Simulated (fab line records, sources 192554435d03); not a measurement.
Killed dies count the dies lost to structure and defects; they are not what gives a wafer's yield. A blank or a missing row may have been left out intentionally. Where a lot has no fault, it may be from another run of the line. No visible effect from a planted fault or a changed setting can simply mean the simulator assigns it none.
Chamber matching / flow n5 finfet / N5_STI_FIN_REVEAL_STRIP_24 on rie diel-05 has 3 sister chambers
The step strips in N2/H2, time 90 s. 16 wafers are shown with their chamber, then 6 later ones without.

== WAFERS WITH THEIR CHAMBER ==
wafer=L078.1; chamber=0; showerhead plenum p Torr (Torr)=3.27; drypump motor current A (A)=6.5; throttle valve pct (%)=12.09
wafer=L078.3; chamber=3; showerhead plenum p Torr (Torr)=3.47; drypump motor current A (A)=5.5; throttle valve pct (%)=12.38
wafer=L078.6; chamber=3; showerhead plenum p Torr (Torr)=3.47; drypump motor current A (A)=5.5; throttle valve pct (%)=12.38
wafer=L079.3; chamber=3; showerhead plenum p Torr (Torr)=3.47; drypump motor current A (A)=5.5; throttle valve pct (%)=12.37
wafer=L079.4; chamber=0; showerhead plenum p Torr (Torr)=3.27; drypump motor current A (A)=6.4; throttle valve pct (%)=12.07
wafer=L079.6; chamber=1; showerhead plenum p Torr (Torr)=3.47; drypump motor current A (A)=5.2; throttle valve pct (%)=12.42
wafer=L082.1; chamber=1; showerhead plenum p Torr (Torr)=3.47; drypump motor current A (A)=5.2; throttle valve pct (%)=12.43
wafer=L082.2; chamber=0; showerhead plenum p Torr (Torr)=3.26; drypump motor current A (A)=6.5; throttle valve pct (%)=12.09
wafer=L082.5; chamber=1; showerhead plenum p Torr (Torr)=3.47; drypump motor current A (A)=5.2; throttle valve pct (%)=12.44
wafer=L085.3; chamber=0; showerhead plenum p Torr (Torr)=3.26; drypump motor current A (A)=6.4; throttle valve pct (%)=12.12
wafer=L085.4; chamber=0; showerhead plenum p Torr (Torr)=3.26; drypump motor current A (A)=6.5; throttle valve pct (%)=12.10
wafer=L085.5; chamber=1; showerhead plenum p Torr (Torr)=3.46; drypump motor current A (A)=5.2; throttle valve pct (%)=12.46
wafer=L088.1; chamber=1; showerhead plenum p Torr (Torr)=3.46; drypump motor current A (A)=5.2; throttle valve pct (%)=12.47
wafer=L088.4; chamber=1; showerhead plenum p Torr (Torr)=3.46; drypump motor current A (A)=5.2; throttle valve pct (%)=12.48
wafer=L088.6; chamber=3; showerhead plenum p Torr (Torr)=3.46; drypump motor current A (A)=5.5; throttle valve pct (%)=12.45
wafer=L089.1; chamber=3; showerhead plenum p Torr (Torr)=3.46; drypump motor current A (A)=5.6; throttle valve pct (%)=12.44

SIGNATURES (averages over the wafers above)
reading=showerhead plenum p Torr; chamber 0=3.2640; chamber 1=3.4650; chamber 3=3.4660; scatter within a chamber=0.00548
reading=drypump motor current A; chamber 0=6.460; chamber 1=5.200; chamber 3=5.520; scatter within a chamber=0.0392
reading=throttle valve pct; chamber 0=12.0940; chamber 1=12.4500; chamber 3=12.4040; scatter within a chamber=0.0275
Rule: for a wafer and a chamber, the distance is found by dividing, reading by reading, the gap between the wafer's reading and the chamber's mean by the reading's scatter, squaring, summing and taking the root. If the next closest chamber is less than 2 further off than the closest, the wafer can't be placed; otherwise it belongs to the closest. How the scatter is found: for the shown wafers, subtract from each reading the mean of its chamber, square and add these, divide the total by (wafers less chambers), then take the root.

== WAFERS WITHOUT THEIR CHAMBER ==
wafer=L089.2; showerhead plenum p Torr (Torr)=3.25; drypump motor current A (A)=6.4; throttle valve pct (%)=12.14
wafer=L089.3; showerhead plenum p Torr (Torr)=3.45; drypump motor current A (A)=5.2; throttle valve pct (%)=12.48
wafer=L093.5; showerhead plenum p Torr (Torr)=3.45; drypump motor current A (A)=5.2; throttle valve pct (%)=12.52
wafer=L097.1; showerhead plenum p Torr (Torr)=3.45; drypump motor current A (A)=5.6; throttle valve pct (%)=12.46
wafer=L097.2; showerhead plenum p Torr (Torr)=3.45; drypump motor current A (A)=5.2; throttle valve pct (%)=12.53
wafer=L097.3; showerhead plenum p Torr (Torr)=3.25; drypump motor current A (A)=6.4; throttle valve pct (%)=12.18

== THE CHAMBER EACH PASSED THROUGH ==
wafer=L089.2; from the rows above=0; in truth=0
wafer=L089.3; from the rows above=1; in truth=1
wafer=L093.5; from the rows above=1; in truth=1
wafer=L097.1; from the rows above=3; in truth=3
wafer=L097.2; from the rows above=1; in truth=1
wafer=L097.3; from the rows above=0; in truth=0
Correct placement for 6 of the 6. From these rows, 0 cannot be placed. Wrongly placed: 0.
